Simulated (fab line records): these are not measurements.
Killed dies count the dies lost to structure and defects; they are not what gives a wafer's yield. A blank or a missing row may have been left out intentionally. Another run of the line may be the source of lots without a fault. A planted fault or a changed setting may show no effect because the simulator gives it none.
Lot-split experiment | flow n5 finfet | 21 wafers read across 7 lots, on a route 1938 steps long

ON THE SPLIT
At N5_SDB_HM_DEP_00 (deposits SiNx from SiH4/NH3/N2, target thk 40 nm, time 35.3 s), the setting time s was moved away from the recipe's 35.3 s on 8 of the 21 wafers read, by -11.8% to +11.3%. This setting was run at the recipe's value on the other wafers.

FROM THE SPLIT TO THE READING: what the file shows between them, 11 steps
- N5_SDB_COAT_03: time 60 s, resist thk 100 nm (also split here: temp c)
- N5_SDB_COAT_04: time 60 s, resist thk 18 nm
- N5_SDB_COAT_05: resist thk 90 nm
- N5_SDB_STRIP_19: strips in N2/H2
- N5_SDB_STRIP_21: strips in CF4
- N5_SDB_HM_OPEN_20: chemistry CH3F/O2, target SiNx, stops on poly-Si, target depth 24 nm
- N5_SDB_STRIP_22: strips in N2/H2
- N5_SDB_PRECLEAN_23: cleans in dHF, time 30 s
- N5_SDB_DUMMY_REMOVE_24: chemistry TMAH, target poly-Si, stops on SiO2, target depth 142 nm, time 57 s, rinse time 30 s
- N5_SDB_ETCH_25: etches SiO2 in C4F6/O2, target depth 10 nm, time 3.3 s
- N5_SDB_CUT_ETCH_26: etches Si in HBr/Cl2/O2, target depth 129.6 nm, bt time 20 s, time 51.8 s

THE READING
SiNx_of_SDB_HM_DEP_00.thk nm (the simulator's own value, which no gauge read), in nm, at N5_SDB_PRECLEAN_38 (cleans in dHF, time 10 s). No usual value for it is given in the file. Average 22.0 nm, standard deviation 0.46 nm, over the 13 wafers here run with the recipe.

wafer  | tool, chamber at the split | time s as run, s | against the recipe | SiNx_of_SDB_HM_DEP_00.thk nm, nm | against lot-mates on the recipe
L078.1 | pecvd-01, 0                | 33.44            | -5.3%              | 18.8                             | -2.6
L078.2 | pecvd-01, 1                | 33.44            | -5.3%              | 18.6                             | -2.8
L078.6 | pecvd-01, 0                | 35.3             | recipe             | 21.4                             | -
L079.3 | pecvd-01, 1                | 31.14            | -11.8%             | 16.8                             | -5.2
L079.4 | pecvd-01, 1                | 35.3             | recipe             | 22                               | -
L079.5 | pecvd-01, 2                | 31.14            | -11.8%             | 17.8                             | -4.2
L087.3 | pecvd-04, 1                | 35.3             | recipe             | 22                               | -
L087.4 | pecvd-04, 0                | 35.3             | recipe             | 21.8                             | -
L087.6 | pecvd-04, 0                | 35.3             | recipe             | 21.6                             | -
L088.4 | pecvd-02, 1,2              | 35.3             | recipe             | 22                               | -
L088.5 | pecvd-02, 1,2              | 35.3             | recipe             | 22                               | -
L088.6 | pecvd-02, 0                | 35.3             | recipe             | 22.6                             | -
L091.1 | pecvd-01, 2                | 35.3             | recipe             | 21.8                             | -
L091.3 | pecvd-01, 0                | 35.3             | recipe             | 21.6                             | -
L091.4 | pecvd-01, 2                | 31.35            | -11.2%             | 17.8                             | -3.9
L093.1 | pecvd-01, 1                | 39.29            | +11.3%             | 25.8                             | +3.4
L093.3 | pecvd-01, 2                | 39.29            | +11.3%             | 26.2                             | +3.8
L093.4 | pecvd-01, 2                | 35.3             | recipe             | 22.4                             | -
L097.2 | pecvd-02, 1                | 35.3             | recipe             | 22                               | -
L097.4 | pecvd-02, 1                | 32.89            | -6.8%              | 19.6                             | -3.0
L097.5 | pecvd-02, 2                | 35.3             | recipe             | 23.2                             | -
Where a row lists several chambers, the file gives one row for several wafers and doesn't say which wafer went through which chamber.

THE FIT
A straight line over all 21 wafers: SiNx_of_SDB_HM_DEP_00.thk nm changes by +0.389 nm for each +1% of time s; r = +0.97; the points scatter about the line by 0.59 nm.
The same after taking each lot's own level away (the mean of its wafers on the recipe; 21 wafers): +0.368 nm for each +1%; r = +0.98; scatter 0.42 nm.
That fit puts the effect of the largest move of time s on the reading at 4.3 nm.
The lots' own levels span 21.40 to 22.60 nm, that is 2.6 times the standard deviation above.
The two slopes are in agreement: the lot-to-lot level therefore moves the slope only a little.
Check: for one of the wafers moved furthest among these (-11.8%), held out of the fit, the line's prediction against its lot-mates is -4.34 nm. It came out at -5.2 nm against them.

THE OTHER SPLITS THESE WAFERS WENT THROUGH
Before the reading, these wafers also passed through other splits. Each is held against what the fit with the lots' levels taken away leaves over:
other split on the same wafers | wafers away from the commonest value | r with SiNx_of_SDB_HM_DEP_00.thk nm (lot level and that fit taken away)
N5_SD_EPI_N_DESCUM_14 time s   | 6                                    | +0.11
N5_SD_EPI_N_EPI_21 temp c      | 9                                    | -0.35
N5_SD_EPI_P_COAT_03 spin rpm   | 6                                    | +0.37
N5_SDB_COAT_03 temp c          | 5                                    | +0.08

THE WHOLE CHAIN: every reading that the file lists as answering this split, in the file's order
step               | what it does                                                         | reading                                                                       | change (the file's fit)               | r (the file's)
N5_SDB_HM_DEP_00   | deposits SiNx from SiH4/NH3/N2, target thk 40 nm, time 35.3 s        | SiNx_of_SDB_HM_DEP_00.thk nm (the simulator's own value, which no gauge read) | +0.361 nm for each +1% of the setting | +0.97
N5_SDB_HM_OPEN_20  | chemistry CH3F/O2, target SiNx, stops on poly-Si, target depth 24 nm | etch.depth nm (the simulator's own value, which no gauge read)                | +0.357 nm for each +1% of the setting | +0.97
N5_SDB_PRECLEAN_23 | cleans in dHF, time 30 s                                             | SiNx_of_SDB_HM_DEP_00.thk nm (the simulator's own value, which no gauge read) | +0.355 nm for each +1% of the setting | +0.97
N5_SDB_PRECLEAN_38 | cleans in dHF, time 10 s                                             | SiNx_of_SDB_HM_DEP_00.thk nm (the simulator's own value, which no gauge read) | +0.374 nm for each +1% of the setting | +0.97

FILE'S OWN FIT
SiNx_of_SDB_HM_DEP_00.thk nm changes by +0.374 nm for each +1% of time s, r = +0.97.
